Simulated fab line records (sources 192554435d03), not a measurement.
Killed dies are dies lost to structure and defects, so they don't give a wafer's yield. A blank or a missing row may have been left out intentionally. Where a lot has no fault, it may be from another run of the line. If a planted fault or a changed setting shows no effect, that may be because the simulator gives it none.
Struck lot and sound lot, side by side | flow n5Finfet | 15 out of 1938 route steps
Sound: these wafers, L886.1, L886.3, L886.6. Struck: wafer L901.4 (L901.1, L901.2, from the same lot, were not struck and are left out); the cause is given at the end.
For every step that has rows: the tool of each side, followed by ch and its chambers, followed by its first start. Under that, the readings that differ: sound wafers | struck wafers | difference of the means | sigmas: that difference in standard deviations of wafers without a fault.
alike: words and numbers the same on both sides, and readings whose means are apart by under 2 such deviations; not compared: readings that were withheld, readings missing a value for some wafer, numbers with overlapping values and no deviation given by the record, and bounds like >300 which may hide the same value.
A row with sigmas, a row that says differs or no value, or rows on one side alone: a step with any of these is where the two part. Numbers that don't overlap but have no deviation are shown without sigmas and don't part them. A reading that every wafer of one side lacks parts them only if that side has two wafers or more.

first, 1 step without rows for these wafers: N5_BEOL_M12_STRIP_69 (strips in N2/H2).
N5_BEOL_M12_TRENCH_ETCH_34: etches SiOC in C4F8/O2/Ar, target depth 318.95 nm, time 125.5 s.
  sound on rieDiel-05 ch 1,2,3, day 11 14:43; struck on rieDiel-01 ch 1, day 15 07:50
  alike: C4F8_flow_sccm, drypumpMotorCurrentA, heInnerTorr, oesProductAu, rfVppV, showerheadPlenumPTorr, throttleValvePct
  not compared: rfHoursCounterH
then, 1 step without rows for these wafers: N5_BEOL_M12_STRIP_70 (strips in C4F8/O2/Ar).
N5_BEOL_M12_OCD_MEAS_35:
  sound on ocd-02, day 11 14:52; struck on ocd-02, day 15 07:59
  alike: trenchDepthNm
N5_BEOL_M12_STRIP_37: strips in N2/H2.
  sound on plasmaAsher-02 ch 0,1, day 11 14:54; struck on plasmaAsher-01 ch 1, day 15 08:02
  alike: drypumpMotorCurrentA, h2FlowSccm, heaterPowerW, oesProductAu
  not compared: rfHoursCounterH
then, 3 steps without rows for these wafers: N5_BEOL_M12_ETCH_38 (etches SiCN in CF4/N2, target depth 68.7 nm, time 73.4 s); N5_BEOL_M12_PRECLEAN_39 (cleans in residue remover, time 60 s); N5_BEOL_M12_SRD_40 (time 30 s, dry time 30 s).
N5_BEOL_M12_DEGAS_41: time 60 s.
  sound on pvdSputter-02, day 11 17:25; struck on pvdSputter-01, day 15 08:20
  alike: heaterPowerW, susceptorTempC
then, 1 step without rows for these wafers: N5_BEOL_M12_PRE_CLEAN_42 (time 30 s).
N5_BEOL_M12_SPUTTER_43: material TaN, target thk 15 nm, time 24.19 s.
  sound on pvdSputter-02, day 11 17:29; struck on pvdSputter-01, day 15 08:25
  alike: cathodeDcPowerW, susceptorTempC, throttleValvePct
N5_BEOL_M12_SPUTTER_44: material Ta, target thk 10 nm, time 16.13 s.
  sound on pvdSputter-02, day 11 17:34; struck on pvdSputter-01, day 15 08:29
  alike: cathodeDcPowerW, susceptorTempC, throttleValvePct
N5_BEOL_M12_SPUTTER_45: material Cu, target thk 80 nm, time 13.33 s.
  sound on pvdSputter-02, day 11 17:39; struck on pvdSputter-01, day 15 08:34
reading             | sound             | struck | difference | sigmas
cathodeDcPowerW (W) | 26000 26002 26003 | 29079  | +3077      | +99 or more
  alike: susceptorTempC, throttleValvePct
then, 2 steps without rows for these wafers: N5_BEOL_M12_ECD_47 (material Cu, target thk 720 nm); N5_PASSIVATION_PROBE_49.

## WHERE THEY PART
At N5_BEOL_M12_SPUTTER_45 and nowhere else, as far as this record goes.

WHY: whatever the simulator had introduced
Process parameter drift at N5_BEOL_M12_SPUTTER_45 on pvdSputter-01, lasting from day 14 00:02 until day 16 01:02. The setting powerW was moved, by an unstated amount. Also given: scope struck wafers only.
